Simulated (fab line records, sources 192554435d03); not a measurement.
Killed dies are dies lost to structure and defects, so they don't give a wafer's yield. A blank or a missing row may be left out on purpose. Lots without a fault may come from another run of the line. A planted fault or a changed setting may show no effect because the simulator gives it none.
fab line records | flow n5_finfet
record lots=8 wafers=23 last_day=18
route steps=1938 shown GATE_CUT@487 BEOL_M4@1111 PASSIVATION@1936
lots that met no fault: from a run of the same line without faults
start_h: hours from the record's first day to the start of the lot's first wafer shown | wait_h: hours since the lot's step before | " the same as in the row above | L1.1+2: a row that stands for several wafers | - no value, or no start given | * or withheld: withheld | < > ~ a bound
route shown NAME@n: a module of which the file shows steps, and the number in the route of the first | usual: mean/standard deviation of fault-free wafers | same: alike in all rows | chamber/n: place in a boat | sites: the reading at each site | _std_site: their standard deviation | _edge_site: outer sites' mean less inner sites' | radius_mm: how far each site lies from the wafer's centre | mask NAME#n: copy n | behind: the tool/chamber that last shaped the wafer | hold: why the lot was held/for how many hours/how that ended | device: the transistor (n, p or np) that didn't switch | end of line: the same wafers' tests at the end of the route | a step without rows: its recipe alone | killed: dies lost to structure and defects at the first sort, not the wafer's yield | map: a wafer's dies, x killed, . not, _ none there
set.NAME: the setting as run; set.NAME@STEP: as run at that earlier step | model.NAME: the simulator's own value behind a step, which no gauge read
steps of the route over a sample of lots; a table a step, a row a wafer
services: from which hour (start_h, from the record's first day; less than 0 if before it) a tool's chamber was out of use, for how many hours, and why
## steps
# step N5_GATE_CUT_CD_MEAS_13
# recipe target_cd_nm=20 landing_energy_ev=500 detector=se_inlens
# usual cd_nm=20.0/0.31
# columns lot.wafer tool chamber start_h wait_h cd_nm
L669.2 cd_sem-01 0 103.08 - 20.1
L669.3 " 0 " " 20.0
L669.5 " 0 " " 19.4
L680.1 cd_sem-02 0 169.39 - 20.2
L680.3 " 0 " " 19.9
L680.4 " 0 " " 20.1
L681.3 cd_sem-02 0 172.25 - 20.1
L681.4 " 0 " " 20.4
L681.5 " 0 " " 20.1
L684.1 cd_sem-02 0 191.22 - 20.1
L684.4 " 0 " " 19.6
L686.2 cd_sem-01 0 202.69 - 19.8
L686.3 " 0 " " 19.8
L686.6 " 0 " " 20.3
L687.1 cd_sem-01 0 210.82 - 19.8
L687.3 " 0 " " 19.4
L687.5 " 0 " " 19.9
L688.1 cd_sem-01 0 222.19 - 20.4
L688.2 " 0 " " 20.3
L688.5 " 0 " " 20.5
L689.1 cd_sem-02 0 224.56 - 19.4
L689.2 " 0 " " 20.0
L689.4 " 0 " " 19.8
# step N5_GATE_CUT_ETCH_37
# recipe chemistry=N2/H2 target=SOC target_depth_a=600 overetch_a=120 mask_material=SiARC temp_c=40 time_s=90 ion_energy_ev=200 pressure_mtorr=30 source_w=840 bias_w=150 n2_flow_sccm=200 h2_flow_sccm=200
# usual bias_w=150.0/0.42 chamber_pressure_mTorr=30.003/0.027 drypump_motor_current_A=5.7/0.31 oes_product_au=0.71/0.056 rf_vpp_V=523.7/2.4 showerhead_plenum_p_Torr=2.54/0.079 throttle_valve_pct=17.76/0.26
# columns lot.wafer tool chamber start_h wait_h bias_w chamber_pressure_mTorr drypump_motor_current_A oes_product_au rf_hours_counter_h rf_vpp_V showerhead_plenum_p_Torr throttle_valve_pct
L669.2 rie_diel-04 0 103.29 0.0 150.3 29.996 5.7 0.73 82 524.2 2.55 17.61
L669.3 " 1 " " 150.2 29.963 5.7 0.81 37 521.4 2.47 17.44
L669.5 " 3 " " 149.4 30.011 5.0 0.72 - 524.8 2.57 17.46
L680.1 rie_diel-04 2 169.90 0.0 149.8 29.944 6.0 0.64 210 518.6 2.43 18.03
L680.3 " 3 " " 149.3 29.994 5.0 0.71 119 525.0 2.56 17.48
L680.4 " 1 " " 149.9 29.986 5.7 0.78 57 523.7 2.47 17.46
L681.3 rie_diel-04 1 172.47 0.0 149.8 29.986 5.7 0.78 58 521.6 2.47 17.45
L681.4 " 0 " " 150.1 30.057 5.8 0.71 103 523.3 2.54 17.65
L681.5 " 2 " " 149.6 30.065 6.1 0.64 - 519.8 2.43 18.04
L684.1 rie_diel-03 3 191.42 0.0 150.6 29.955 5.8 0.64 219 523.6 2.52 18.08
L684.4 " 2 " " 150.3 30.004 5.7 0.68 151 527.0 2.63 18.04
L686.2 rie_diel-04 0 202.89 0.0 149.8 30.021 5.8 0.70 110 524.1 2.54 17.67
L686.3 " 3 " " 150.1 30.025 5.0 0.70 127 524.4 2.56 17.49
L686.6 " 0 " " 149.3 29.963 5.8 0.70 - 524.0 2.54 17.67
L687.1 rie_diel-01 1 211.02 0.0 150.6 29.984 5.9 0.64 200 522.0 2.44 18.25
L687.3 " 2 " " 149.8 30.018 6.3 0.64 185 526.0 2.63 17.84
L687.5 " 3 " " 150.3 30.048 5.7 0.69 - 522.1 2.43 17.97
L688.1 rie_diel-01 2 222.40 0.0 150.7 30.030 6.3 0.65 188 526.0 2.62 17.85
L688.2 " 3 " " 149.7 30.047 5.7 0.68 152 520.4 2.43 17.98
L688.5 " 0 " " 150.0 29.981 5.8 0.75 - 524.2 2.59 17.61
L689.1 rie_diel-03 3 224.77 0.0 149.2 30.008 6.0 0.63 228 523.1 2.52 18.08
L689.2 " 2 " " 149.3 30.002 5.7 0.68 159 525.4 2.63 18.03
L689.4 " 0 " " 149.3 30.003 5.7 0.76 56 528.0 2.69 18.02
# step N5_GATE_CUT_HM_OPEN_40
# recipe chemistry=C4F6/O2 target=SiO2 mask_material=SiARC target_depth_a=1390 time_s=85.1 ion_energy_ev=250 pressure_mtorr=30 source_w=345 bias_w=185 Ar_flow_sccm=300 C4F6_flow_sccm=10 O2_flow_sccm=10 ends=cleared
# usual bias_w=185.1/0.6 drypump_motor_current_A=5.7/0.31 etch_rf_on_time_s=93.3/2.5 oes_product_au=0.72/0.059 rf_vpp_V=670/21 showerhead_plenum_p_Torr=2.85/0.092 throttle_valve_pct=20.90/0.27
# columns lot.wafer tool chamber start_h wait_h bias_w drypump_motor_current_A etch_rf_on_time_s oes_product_au rf_hours_counter_h rf_vpp_V showerhead_plenum_p_Torr throttle_valve_pct
L669.2 rie_diel-04 0 103.38 0.0 184.2 5.7 91.0 0.74 82 633 2.85 20.81
L669.3 " 1 " " 185.2 5.7 90.3 0.83 38 675 2.79 20.66
L669.5 " 3 " " 184.7 5.0 93.0 0.74 - 691 2.85 20.44
L680.1 rie_diel-04 2 169.99 0.0 184.5 6.0 95.3 0.64 210 655 2.70 20.94
L680.3 " 3 " " 184.4 5.0 93.9 0.71 119 691 2.84 20.43
L680.4 " 1 " " 186.0 5.7 90.2 0.80 57 675 2.78 20.69
L681.3 rie_diel-04 1 172.55 0.0 184.1 5.7 90.3 0.80 58 675 2.78 20.68
L681.4 " 0 " " 185.4 5.7 93.7 0.72 103 634 2.85 20.84
L681.5 " 2 " " 184.6 6.0 93.9 0.64 - 655 2.70 20.92
L684.1 rie_diel-03 3 191.50 0.0 184.8 5.9 93.3 0.63 219 650 2.84 21.20
L684.4 " 2 " " 185.5 5.6 95.0 0.69 151 691 3.00 21.48
L686.2 rie_diel-04 0 202.98 0.0 184.5 5.7 96.4 0.70 110 633 2.84 20.87
L686.3 " 3 " " 184.9 5.0 96.9 0.70 127 692 2.84 20.44
L686.6 " 0 " " 185.3 5.8 95.0 0.71 - 635 2.84 20.86
L687.1 rie_diel-01 1 211.11 0.0 184.7 5.9 89.5 0.65 200 675 2.73 21.16
L687.3 " 2 " " 184.7 6.3 88.9 0.67 185 665 2.97 21.07
L687.5 " 3 " " 185.0 5.7 95.3 0.67 - 652 2.74 21.14
L688.1 rie_diel-01 2 222.48 0.0 186.7 6.4 89.4 0.66 188 664 2.96 21.06
L688.2 " 3 " " 184.2 5.7 96.4 0.67 152 649 2.74 21.13
L688.5 " 0 " " 185.2 5.8 97.7 0.74 - 699 2.90 20.74
L689.1 rie_diel-03 3 224.85 0.0 184.3 5.9 94.7 0.63 228 650 2.84 21.22
L689.2 " 2 " " 184.9 5.6 90.6 0.69 159 690 2.99 21.49
L689.4 " 0 " " 185.1 5.8 94.8 0.77 56 695 2.99 21.15
# step N5_GATE_CUT_CUT_ETCH_53
# recipe chemistry=SF6/Cl2 target=W mask_material=SiO2 target_depth_a=792 pressure_mtorr=8 icp_w=900 bias_w=80 SF6_flow_sccm=40 Cl2_flow_sccm=60 ends=cleared
# usual SF6_flow_sccm=39.99/0.11 bias_w=80.00/0.23 drypump_motor_current_A=5.6/0.41 etch_rf_on_time_s=26.4/0.69 mfc_cl2_sccm=60.00/0.19 oes_product_au=0.74/0.09 throttle_valve_pct=28.8/0.32
# columns lot.wafer tool chamber start_h wait_h SF6_flow_sccm bias_w drypump_motor_current_A etch_rf_on_time_s mfc_cl2_sccm oes_product_au rf_hours_counter_h throttle_valve_pct
L669.2 rie_metal-02 0 103.60 0.1 39.87 79.85 5.6 25.1 59.63 0.79 20 29.2
L669.3 " 1 " " 39.98 79.96 6.5 26.2 59.85 0.54 - 29.4
L669.5 " 0 " " 40.05 79.85 5.6 25.3 59.79 0.79 - 29.2
L680.1 rie_metal-02 0 170.22 0.1 - - - - - - - -
L680.3 " 0 " " - - - - - - - -
L680.4 " 0 " " - - - - - - - -
L681.3 rie_metal-03 1 172.80 0.1 - - - - - - - -
L681.4 " 0 " " - - - - - - - -
L681.5 " 1 " " - - - - - - - -
L684.1 rie_metal-02 1 191.73 0.1 40.04 79.89 6.5 25.9 60.15 0.90 1 28.9
L684.4 " 0 " " 40.09 79.96 5.6 25.4 60.00 0.76 - 29.2
L686.2 rie_metal-02 1 203.21 0.1 39.96 79.62 6.6 26.1 59.84 0.87 2 28.9
L686.3 " 1 " " 39.90 80.03 6.6 26.4 59.93 0.87 - 28.9
L686.6 " 0 " " 39.84 80.06 5.6 25.6 60.10 0.75 - 29.3
L687.1 rie_metal-01 0 211.34 0.1 39.98 80.47 5.0 27.7 59.97 0.78 9 29.0
L687.3 " 0 " " 39.94 79.98 5.0 27.6 60.20 0.79 - 29.0
L687.5 " 1 " " 40.04 79.78 5.7 26.8 60.18 0.79 - 28.8
L688.1 rie_metal-03 1 222.72 0.1 40.15 80.00 5.6 26.8 59.86 0.64 68 28.3
L688.2 " 0 " " 40.06 80.19 5.3 26.4 59.91 0.62 73 28.8
L688.5 " 1 " " 40.06 79.95 5.6 26.9 59.96 0.64 - 28.3
L689.1 rie_metal-03 1 225.08 0.1 39.82 80.43 5.6 26.8 60.04 0.64 68 28.3
L689.2 " 0 " " 39.88 79.95 5.3 26.4 60.09 0.62 73 28.9
L689.4 " 1 " " 39.87 80.28 5.6 26.7 60.10 0.65 - 28.3
# step N5_GATE_CUT_CUT_ETCH_54
# recipe chemistry=Cl2/BCl3 target=TiN mask_material=SiO2 target_depth_a=967 pressure_mtorr=10 icp_w=1000 bias_w=126 Cl2_flow_sccm=53.25 bcl3_flow_sccm=21.75 Ar_flow_sccm=25 ends=cleared
# usual bcl3_flow_sccm=21.76/0.071 bias_w=125.9/0.36 drypump_motor_current_A=5.6/0.4 etch_rf_on_time_s=36.8/0.96 mfc_cl2_sccm=53.24/0.16 oes_product_au=0.75/0.09 throttle_valve_pct=22.15/0.27
# columns lot.wafer tool chamber start_h wait_h bcl3_flow_sccm bias_w drypump_motor_current_A etch_rf_on_time_s mfc_cl2_sccm oes_product_au rf_hours_counter_h throttle_valve_pct
L669.2 rie_metal-02 0 103.66 0.0 21.86 125.7 5.6 35.4 53.08 0.79 20 22.58
L669.3 " 1 " " 21.70 126.0 6.5 36.4 53.16 0.54 - 22.48
L669.5 " 0 " " 21.81 126.4 5.5 35.2 53.09 0.79 - 22.57
L680.1 rie_metal-02 0 170.34 0.1 21.78 126.5 5.6 47.9 53.35 0.30 28 23.14
L680.3 " 0 " " 21.79 126.5 5.6 47.9 53.17 0.31 - 23.14
L680.4 " 0 " " 21.79 126.0 5.6 47.9 53.11 0.31 - 23.14
L681.3 rie_metal-03 1 172.86 0.0 21.70 125.6 5.6 47.9 53.17 0.27 - 22.29
L681.4 " 0 " " 21.78 125.8 5.3 47.9 53.32 0.26 - 22.65
L681.5 " 1 " " 21.81 126.0 5.6 47.9 53.45 0.27 - 22.29
L684.1 rie_metal-02 1 191.79 0.0 21.75 125.8 6.5 36.3 53.39 0.90 1 22.04
L684.4 " 0 " " 21.97 125.7 5.6 35.5 53.46 0.75 - 22.61
L686.2 rie_metal-02 1 203.27 0.0 21.81 126.1 6.5 36.4 53.13 0.87 2 22.05
L686.3 " 1 " " 21.76 125.8 6.6 36.1 53.33 0.88 - 22.04
L686.6 " 0 " " 21.74 126.2 5.6 35.3 53.09 0.75 - 22.60
L687.1 rie_metal-01 0 211.40 0.0 21.71 126.0 5.0 38.0 53.43 0.78 9 22.28
L687.3 " 0 " " 21.76 126.0 5.0 38.1 53.36 0.78 - 22.28
L687.5 " 1 " " 21.80 125.2 5.7 37.0 53.43 0.80 - 22.04
L688.1 rie_metal-03 1 222.78 0.0 21.69 125.7 5.6 37.8 53.59 0.64 68 21.79
L688.2 " 0 " " 21.90 125.9 5.3 36.6 52.96 0.63 73 22.09
L688.5 " 1 " " 21.68 125.6 5.6 37.4 53.19 0.64 - 21.80
L689.1 rie_metal-03 1 225.14 0.0 21.81 126.1 5.6 37.0 53.27 0.64 68 21.79
L689.2 " 0 " " 21.79 126.0 5.3 36.4 53.22 0.63 73 22.10
L689.4 " 1 " " 21.76 125.6 5.6 37.0 53.15 0.65 - 21.80
# step N5_GATE_CUT_THK_MEAS_24
# recipe reads=SiO2_of_GATE_CUT_HM_DEP_46+SiO2_flowable_of_ILD0_FCVD_FILL_01
# usual GC_FILL_THK=219.7/2.4
# columns lot.wafer tool chamber start_h wait_h GC_FILL_THK[nm]
L669.2 film_metro-02 - 105.83 - 216.8
L669.3 " - " " 221.8
L669.5 " - " " 221.2
L680.1 film_metro-02 - 172.80 - 229.6
L680.3 " - " " 226.8
L680.4 " - " " 226.6
L681.3 film_metro-02 - 175.01 - 223.7
L681.4 " - " " 227.6
L681.5 " - " " 227.0
L684.1 film_metro-01 - 194.25 - 220.2
L684.4 " - " " 224.2
L686.2 film_metro-01 - 205.56 - 222.2
L686.3 " - " " 222.9
L686.6 " - " " 221.1
L687.1 film_metro-01 - 213.60 - 217.0
L687.3 " - " " 215.5
L687.5 " - " " 216.6
L688.1 film_metro-01 - 225.44 - 217.7
L688.2 " - " " 217.3
L688.5 " - " " 220.8
L689.1 film_metro-02 - 227.31 - 220.2
L689.2 " - " " 219.5
L689.4 " - " " 222.3
# step N5_BEOL_M4_RC_MEAS_101
# usual DIBL_N=37.1/2.4 DIBL_P=37/3 IOFF_N=0.18/0.053 IOFF_P=0.21/0.05 ION_N=674/14 ION_P=459/9.2 SS_N=72.1/0.9 SS_P=73.4/0.89 VT_N=250/3.8 VT_P=-251/3.7
# columns lot.wafer tool chamber start_h wait_h DIBL_N[mV/V] DIBL_P[mV/V] IOFF_N[nA/um] IOFF_P[nA/um] ION_N[uA/um] ION_P[uA/um] SS_N[mV/dec] SS_P[mV/dec] VT_N[mV] VT_P[mV]
L669.2 prober-01 0 205.80 0.2 37.7 39 0.20 0.25 688 467 71.6 73.7 248 -248
L669.3 " 0 " " 36.7 37 0.19 0.23 681 464 72.0 72.7 245 -248
L669.5 " 0 " " 37.9 38 0.20 0.23 664 453 73.0 73.8 247 -248
L684.1 prober-01 0 280.56 0.0 40.9 42 0.28 0.33 695 474 72.6 74.0 242 -243
L684.4 " 0 " " 36.4 37 0.15 0.21 671 462 72.2 72.9 250 -249
L686.2 prober-02 0 288.24 0.2 41.6 41 0.28 0.27 683 463 73.6 75.0 243 -248
L686.3 " 0 " " 35.2 35 0.14 0.17 651 446 71.9 72.9 255 -255
L686.6 " 0 " " 39.3 38 0.24 0.23 682 461 73.2 74.9 247 -251
L687.1 prober-02 0 309.30 0.0 32.5 33 0.12 0.14 665 453 71.2 72.1 252 -255
L687.3 " 0 " " 36.1 37 0.17 0.18 690 459 71.7 72.8 249 -255
L687.5 " 0 " " 37.3 39 0.21 0.22 697 464 72.5 74.6 244 -252
L688.1 prober-01 0 309.62 0.0 36.6 37 0.17 0.18 682 459 72.2 72.7 251 -256
L688.2 " 0 " " 34.7 35 0.14 0.16 665 446 71.2 73.3 251 -255
L688.5 " 0 " " 34.5 35 0.14 0.16 670 458 70.7 73.3 252 -258
L689.1 prober-01 0 312.45 0.0 34.9 35 0.13 0.16 662 456 71.0 73.0 254 -253
L689.2 " 0 " " 37.6 38 0.16 0.19 662 448 71.7 73.5 254 -253
L689.4 " 0 " " 37.8 39 0.19 0.22 681 460 71.8 73.7 249 -252
# step N5_PASSIVATION_PROBE_49
# usual defect_limited_yield=91.6/1.4 killed_at_M0_to_M3=32/9.5 killed_at_M4_up=13/6 killed_at_contacts=12/5.6 killed_at_front_end=39/11 killed_at_other=2.8/2.3 killed_dies=99/16 killed_on_rim=12/3.4 killed_open=65/12 killed_short=32/7.6 sort_bin_4_leakage=0.1/0.88 sort_bin_5_function=4.8/0.88 sort_bin_6_memory=3.2/0.65 sort_n_pass=1077/29 sort_yield_pct=91.2/2.5
# same gross_dies=1180 killed_at_back_side=0 sort_bin_8_speed[%]=0
# columns lot.wafer tool chamber start_h wait_h defect_limited_yield[%] killed_at_M0_to_M3 killed_at_M4_up killed_at_contacts killed_at_front_end killed_at_other killed_dies killed_on_rim killed_open killed_short sort_bin_4_leakage[%] sort_bin_5_function[%] sort_bin_6_memory[%] sort_n_pass sort_yield_pct[%]
L669.2 prober-02 - 319.90 0.1 93.0 27 8 10 34 4 83 9 65 18 0 4.4 2.5 1097 93.0
L669.3 prober-02 - 319.95 0.1 90.9 33 12 15 38 9 107 20 73 34 0 4.9 4.1 1073 90.9
L669.5 prober-02 - 320.05 0.2 91.6 26 15 11 42 5 99 7 62 37 0 4.7 3.5 1081 91.6
L680.1 prober-01 - 375.42 0.6 0 23 12 23 1120 2 1180 152 75 30 0 96.1 3.7 0 0
L680.3 prober-01 - 375.52 0.7 0 32 7 7 1129 5 1180 152 59 39 0 95.5 4.2 0 0
L680.4 prober-01 - 375.57 0.7 0 44 6 16 1110 4 1180 152 63 34 0 96.6 3.1 0 0
L686.2 prober-01 - 394.98 0.1 90.1 54 6 8 48 1 117 16 76 41 0.2 5.3 4.3 1061 89.9
L686.3 prober-01 - 395.03 0.1 90.5 29 15 15 51 2 112 10 72 39 0 5.4 3.4 1068 90.5
L686.6 prober-01 - 395.18 0.3 89.5 31 14 13 60 6 124 14 83 41 0 6.4 3.8 1056 89.5
L684.1 prober-02 - 395.51 0.0 90.8 42 19 14 33 1 109 11 66 31 0.2 5.1 3.1 1069 90.6
L684.4 prober-02 - 395.66 0.2 92.1 33 7 14 39 0 93 14 54 36 0 5.0 2.4 1087 92.1
L681.3 prober-02 - 398.63 0.1 0 36 12 5 1127 0 1180 152 51 29 0 97.4 2.2 0 0
L681.4 prober-02 - 398.68 0.2 0 57 5 19 1099 0 1180 152 68 42 0 95.9 3.8 0 0
L681.5 prober-02 - 398.73 0.2 0 31 16 19 1113 1 1180 152 66 29 0 96.6 3.3 0 0
L687.1 prober-02 - 411.86 0.0 92.5 38 17 11 23 0 89 12 68 20 0 4.7 2.7 1091 92.5
L687.3 prober-02 - 411.96 0.1 93.0 32 10 14 27 0 83 11 64 19 0 4.0 2.8 1097 93.0
L687.5 prober-02 - 412.06 0.2 91.1 34 16 11 43 1 105 13 71 33 0 5.3 3.5 1075 91.1
L688.1 prober-01 - 418.94 0.0 94.3 24 8 15 19 1 67 10 46 20 0 3.4 2.3 1113 94.3
L688.2 prober-01 - 418.99 0.1 92.7 25 14 12 33 2 86 12 57 26 0 3.4 3.0 1094 92.7
L688.5 prober-01 - 419.14 0.2 91.4 23 23 24 31 0 101 10 63 37 0 5.5 2.8 1079 91.4
L689.1 prober-02 - 422.93 0.0 91.6 21 25 4 40 9 99 11 65 33 0 4.8 3.1 1081 91.6
L689.2 prober-02 - 422.98 0.1 89.6 29 20 12 55 7 123 17 75 41 0 5.9 4.0 1057 89.6
L689.4 prober-02 - 423.08 0.2 91.6 33 9 7 49 1 99 8 56 37 0 4.6 2.8 1081 91.6
# killed by level:class
L669.2 FIN_SAQP:geometric_particle:open=10 STI_FIN_REVEAL:geometric_particle:open=9 MOL_CONTACT_COAG:geometric_particle:open=8 BEOL_M2:geometric_particle:open=7 BEOL_M0_SAQP:geometric_particle:open=6 GATE_CUT:geometric_particle:short=4 BEOL_M0_SAQP:geometric_particle:short=4 BEOL_M4:geometric_particle:open=4
L669.3 FIN_SAQP:geometric_particle:open=14 MOL_CONTACT_COAG:geometric_particle:open=13 BEOL_M1:geometric_particle:open=12 FIN_SAQP:geometric_particle:short=6 MIM_TOP_ETCH:geometric_particle:short=5 STI_FIN_REVEAL:geometric_particle:open=5 BEOL_M0_SAQP:geometric_particle:open=5 DUMMY_GATE:geometric_particle:open=4
L669.5 FIN_SAQP:geometric_particle:short=11 MOL_CONTACT_COAG:geometric_particle:open=10 FIN_SAQP:geometric_particle:open=8 STI_FIN_REVEAL:geometric_particle:open=8 BEOL_M0_SAQP:geometric_particle:open=8 BEOL_M0_SAQP:geometric_particle:short=7 BEOL_M3:geometric_particle:open=4 BEOL_M4:geometric_particle:open=4
L680.1 GATE_CUT:area_etch=1073 MOL_CONTACT_COAG:geometric_particle:open=23 FIN_SAQP:geometric_particle:open=15 FIN_SAQP:geometric_particle:short=8 BEOL_M1:geometric_particle:open=7 STI_FIN_REVEAL:geometric_particle:open=6 DUMMY_GATE:geometric_particle:open=5 BEOL_M0_SAQP:geometric_particle:open=5
L680.3 GATE_CUT:area_etch=1075 GATE_CUT:geometric_particle:short=12 BEOL_M0_SAQP:geometric_particle:open=11 FIN_SAQP:geometric_particle:open=9 FIN_SAQP:geometric_particle:short=9 STI_FIN_REVEAL:geometric_particle:open=8 BEOL_M0_SAQP:geometric_particle:short=8 MOL_CONTACT_COAG:geometric_particle:open=6
L680.4 GATE_CUT:area_etch=1081 BEOL_M0_SAQP:geometric_particle:short=15 BEOL_M0_SAQP:geometric_particle:open=12 MOL_CONTACT_COAG:geometric_particle:open=11 FIN_SAQP:geometric_particle:open=8 STI_FIN_REVEAL:geometric_particle:open=6 FIN_SAQP:geometric_particle:short=5 MOL_CONTACT_COAG:geometric_particle:short=5
L686.2 FIN_SAQP:geometric_particle:open=18 BEOL_M1:geometric_particle:short=16 BEOL_M1:geometric_particle:open=14 BEOL_M2:geometric_particle:open=9 FIN_SAQP:geometric_particle:short=7 MOL_CONTACT_COAG:geometric_particle:open=7 BEOL_M0_SAQP:geometric_particle:open=6 DUMMY_GATE:geometric_particle:open=4
L686.3 FIN_SAQP:geometric_particle:short=13 FIN_SAQP:geometric_particle:open=12 MOL_CONTACT_COAG:geometric_particle:open=12 DUMMY_GATE:geometric_particle:open=7 BEOL_M2:geometric_particle:open=7 STI_FIN_REVEAL:geometric_particle:open=6 BEOL_M0_SAQP:geometric_particle:open=5 BEOL_M4:geometric_particle:open=5
L686.6 FIN_SAQP:geometric_particle:open=14 FIN_SAQP:geometric_particle:short=11 MOL_CONTACT_COAG:geometric_particle:open=11 DUMMY_GATE:geometric_particle:open=10 STI_FIN_REVEAL:geometric_particle:open=9 BEOL_M5:geometric_particle:open=7 BEOL_M2:geometric_particle:open=6 BEOL_M0_SAQP:geometric_particle:open=5
L684.1 MOL_CONTACT_COAG:geometric_particle:open=11 BEOL_M0_SAQP:geometric_particle:open=9 HKMG_FIN:area_etch=9 BEOL_M0_SAQP:geometric_particle:short=8 BEOL_M2:geometric_particle:open=8 BEOL_M1:geometric_particle:open=6 BEOL_M4:geometric_particle:open=6 DUMMY_GATE:geometric_particle:open=5
L684.4 BEOL_M0_SAQP:geometric_particle:open=13 MOL_CONTACT_COAG:geometric_particle:open=12 BEOL_M0_SAQP:geometric_particle:short=11 GATE_CUT:geometric_particle:short=10 DUMMY_GATE:geometric_particle:open=7 STARTING-WAFER:geometric_particle:short=5 BEOL_M1:geometric_particle:open=4 STARTING-WAFER:geometric_particle:open=4
L681.3 GATE_CUT:area_etch=1100 BEOL_M0_SAQP:geometric_particle:open=12 FIN_SAQP:geometric_particle:short=8 BEOL_M0_SAQP:geometric_particle:short=7 MOL_CONTACT_COAG:geometric_particle:open=5 BEOL_M2:geometric_particle:open=5 BEOL_M8:geometric_particle:open=5 DUMMY_GATE:geometric_particle:open=3
L681.4 GATE_CUT:area_etch=1070 BEOL_M1:geometric_particle:open=15 MOL_CONTACT_COAG:geometric_particle:open=14 BEOL_M0_SAQP:geometric_particle:short=11 BEOL_M2:geometric_particle:open=9 FIN_SAQP:geometric_particle:short=8 BEOL_M0_SAQP:geometric_particle:open=8 STI_FIN_REVEAL:geometric_particle:open=7
L681.5 GATE_CUT:area_etch=1084 MOL_CONTACT_COAG:geometric_particle:open=14 BEOL_M0_SAQP:geometric_particle:open=9 STI_FIN_REVEAL:geometric_particle:open=7 BEOL_M0_SAQP:geometric_particle:short=7 FIN_SAQP:geometric_particle:short=6 BEOL_M3:geometric_particle:open=6 MOL_CONTACT_COAG:geometric_particle:short=5
L687.1 MOL_CONTACT_COAG:geometric_particle:open=11 BEOL_M4:geometric_particle:open=10 BEOL_M0_SAQP:geometric_particle:open=9 BEOL_M0:geometric_particle:open=8 BEOL_M0_SAQP:geometric_particle:short=7 BEOL_M2:geometric_particle:open=7 DUMMY_GATE:geometric_particle:open=5 STI_FIN_REVEAL:geometric_particle:open=4
L687.3 MOL_CONTACT_COAG:geometric_particle:open=13 FIN_SAQP:geometric_particle:open=9 BEOL_M0_SAQP:geometric_particle:open=9 BEOL_M4:geometric_particle:open=5 STI_FIN_REVEAL:geometric_particle:open=4 BEOL_M0:geometric_particle:open=4 BEOL_M1:geometric_particle:short=4 BEOL_M3:geometric_particle:open=4
L687.5 STI_FIN_REVEAL:geometric_particle:open=17 BEOL_M3:geometric_particle:open=12 BEOL_M4:geometric_particle:open=8 BEOL_M0_SAQP:geometric_particle:short=7 MOL_CONTACT_COAG:geometric_particle:open=6 FIN_SAQP:geometric_particle:short=5 STI_FIN_REVEAL:geometric_particle:short=5 MOL_CONTACT_COAG:geometric_particle:short=5
L688.1 MOL_CONTACT_COAG:geometric_particle:open=13 BEOL_M1:geometric_particle:open=7 BEOL_M3:geometric_particle:short=5 BEOL_M4:geometric_particle:open=4 FIN_SAQP:geometric_particle:open=3 STI_FIN_REVEAL:geometric_particle:open=3 GATE_CUT:geometric_particle:open=3 GATE_CUT:geometric_particle:short=3
L688.2 MOL_CONTACT_COAG:geometric_particle:open=9 DUMMY_GATE:geometric_particle:open=7 BEOL_M3:geometric_particle:open=7 BEOL_M4:geometric_particle:open=7 GATE_CUT:geometric_particle:short=5 BEOL_M0_SAQP:geometric_particle:open=5 BEOL_M2:geometric_particle:open=5 STARTING-WAFER:geometric_particle:short=4
L688.5 MOL_CONTACT_COAG:geometric_particle:open=18 FIN_SAQP:geometric_particle:short=10 BEOL_M4:geometric_particle:open=8 BEOL_M5:geometric_particle:open=7 MOL_CONTACT_COAG:geometric_particle:short=6 BEOL_M0_SAQP:geometric_particle:open=6 DUMMY_GATE:geometric_particle:open=5 BEOL_M0_SAQP:geometric_particle:short=5
L689.1 FIN_SAQP:geometric_particle:open=13 BEOL_M4:geometric_particle:open=12 BEOL_M1:geometric_particle:open=6 FIN_SAQP:geometric_particle:short=4 STI_FIN_REVEAL:geometric_particle:open=4 ILD0:geometric_particle:short=4 BEOL_M4:geometric_particle:short=4 MOL_CONTACT_COAG:geometric_particle:short=3
L689.2 FIN_SAQP:geometric_particle:open=11 BEOL_M4:geometric_particle:open=9 MOL_CONTACT_COAG:geometric_particle:open=9 STI_FIN_REVEAL:geometric_particle:open=8 BEOL_M0_SAQP:geometric_particle:open=7 BEOL_M0_SAQP:geometric_particle:short=6 STARTING-WAFER:geometric_particle:short=5 HKMG_FIN:area_etch=5
L689.4 FIN_SAQP:geometric_particle:short=10 BEOL_M0_SAQP:geometric_particle:short=10 FIN_SAQP:geometric_particle:open=6 BEOL_M2:geometric_particle:open=6 DUMMY_GATE:geometric_particle:open=6 HKMG_FIN:area_etch=6 BEOL_M1:geometric_particle:open=5 STI_FIN_REVEAL:geometric_particle:open=4
## services
# columns tool chamber start_h hours kind
rie_metal-02 - 87.42 14.6 pm
rie_metal-01 0 88.69 - clean
rie_metal-01 0 88.69 12.3 scheduled_down
rie_metal-01 0 88.69 12.3 vent_cycle
rie_metal-02 - 142.52 0.3 repair
rie_metal-02 1 144.09 - clean
rie_metal-02 1 144.09 29.1 scheduled_down
rie_metal-02 1 144.09 29.1 vent_cycle
rie_diel-04 - 146.76 2.8 pm
rie_diel-04 2 163.49 3.9 repair
rie_metal-02 - 198.86 2.8 pm
rie_diel-01 - 207.15 2.3 repair
## key
first_sign step=N5_GATE_CUT_CUT_ETCH_53 reading=tool_record direction=missing
effect step=N5_GATE_CUT_CUT_ETCH_54 reading=etch_rf_on_time_s direction=up sigmas=12 usual=* struck=*
effect step=N5_GATE_CUT_THK_MEAS_24 reading=GC_FILL_THK direction=up sigmas=3 usual=219.7 struck=226.9
effect step=N5_PASSIVATION_PROBE_49 reading=sort_bin_5_function direction=up sigmas=99+ usual=4.8 struck=96.4
more_kills_born_at N5_GATE_CUT_CUT_ETCH_53@rie_metal-03=3254 N5_GATE_CUT_CUT_ETCH_53@rie_metal-02=3229
met_at N5_GATE_CUT_CUT_ETCH_53
struck_lots L680,L681
later_rows_left_out L680.1,L680.3,L680.4,L681.3,L681.4,L681.5
not_acting_at N5_GATE_CUT_CD_MEAS_13,N5_GATE_CUT_ETCH_37,N5_GATE_CUT_HM_OPEN_40
onset_between 103.60 170.22
fault kind=skipped_step_whole tool=rie_metal-02,rie_metal-03 chamber=- onset_h=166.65 steps=N5_GATE_CUT_CUT_ETCH_53 scope=struck_lots_only
# later_rows_left_out: the simulator's readings of these wafers behind a module that went badly wrong aren't trusted and aren't shown, but for the sort
